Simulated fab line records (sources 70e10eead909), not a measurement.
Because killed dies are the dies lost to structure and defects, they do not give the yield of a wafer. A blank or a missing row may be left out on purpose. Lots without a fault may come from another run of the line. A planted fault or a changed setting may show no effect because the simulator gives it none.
Comparing a struck lot with a sound one ; flow nand harc ; 14 out of 1302 route steps
Sound: wafers L110.2, L110.4, L110.6. The struck wafers were L119.1, L119.3, L119.5. The cause is given at the end.
Per side, at each step with rows, come the tool, then ch with its chambers, and then its first start. Under that, the readings that differ: sound wafers ; struck wafers ; difference of the means ; sigmas: that difference in standard deviations of wafers without a fault.
alike: readings with means less than 2 such deviations apart, plus words and numbers identical on both sides. not compared: withheld readings, readings lacking a value on some wafer, bounds such as >300 that could conceal the same value, and numbers that have no deviation in the record and whose values overlap.
A row with sigmas, a row that says differs or no value, or rows on one side alone: a step with any of these is where the two part. Non-overlapping numbers with no deviation appear without sigmas and do not part them. Lack of a reading on every wafer of one side parts them only where that side has two or more wafers.

first, 1 step without rows for these wafers: NHARC_A_ONON_D1_DEP_19 (target thk 1000 nm).
NHARC_A_ONON_D1_THK_MEAS_21: measures by ellipsometry.
  sound: film metro-02 at day 10 04:56; struck: film metro-01 at day 14 08:05
reading;sound;struck;difference;sigmas
thk nm (nm);995 996 996;1022 1022 1023;+27;+2
after that, 1 step with no rows for these wafers: NHARC_A_ONON_D1_DEP_22 (target thk 1000 nm).
NHARC_A_ONON_D1_THK_MEAS_24: measures by ellipsometry.
  sound: film metro-02 at day 10 05:31; struck: film metro-01 at day 14 08:38
  alike: thk nm
after that, 1 step with no rows for these wafers: NHARC_A_ONON_D1_DEP_25 (target thk 1000 nm).
NHARC_A_ONON_D1_THK_MEAS_27: measures by ellipsometry.
  sound: film metro-01 at day 10 06:05; struck: film metro-01 at day 14 09:13
  alike: thk nm
after that, 1 step with no rows for these wafers: NHARC_A_ONON_D1_DEP_28 (target thk 1000 nm).
NHARC_A_ONON_D1_THK_MEAS_30: measures by ellipsometry.
  sound: film metro-02 at day 10 06:39; struck: film metro-01 at day 14 09:49
  alike: thk nm
NHARC_A_ONON_D1_DEP_33: deposits SiO2, target thk 200 nm.
  sound on pecvd-03 ch 0,1, day 10 06:47; struck on pecvd-02 ch 0,1, day 14 09:52
  alike: heater power outer w, heater power w, throttle valve pct
NHARC_A_ONON_D1_THK_MEAS_34: measures by ellipsometry.
  sound: film metro-01 at day 10 07:11; struck: film metro-01 at day 14 10:17
  alike: thk nm
NHARC_A_ONON_D1_INSPECT_32:
  sound: defect inspect-02 at day 10 07:15; struck: defect inspect-01 at day 14 10:22
  alike: raw defect count
NHARC_A_CHANNEL_HOLE_D1_DEP_00: deposits aC, target thk 3100 nm.
  sound on acl dep-02 ch 0, day 10 07:38; struck on acl dep-02 ch 0, day 14 15:34
  alike: throttle valve pct
NHARC_A_CHANNEL_HOLE_D1_DEP_01: deposits SiON, target thk 140 nm.
  sound on pecvd-01 ch 0,2, day 10 09:19; struck on pecvd-01 ch 0,2, day 14 17:36
  alike: heater power outer w, heater power w
-- break in the record here, with 15 days between the starts of the struck wafers on either side (left off in module A_CHANNEL_HOLE_D1, picked up again in module END, where the first step shown is number 1302 on the route) --
NHARC_END_SORT_01:
  only the struck wafers appear in the record here, on prober-01 ch 0 at day 30 02:02; the sound ones have no rows

## WHERE THEY PART
At NHARC_A_ONON_D1_THK_MEAS_21 first; at NHARC_END_SORT_01 last (within this record only).

WHY: what had been put in by the simulator
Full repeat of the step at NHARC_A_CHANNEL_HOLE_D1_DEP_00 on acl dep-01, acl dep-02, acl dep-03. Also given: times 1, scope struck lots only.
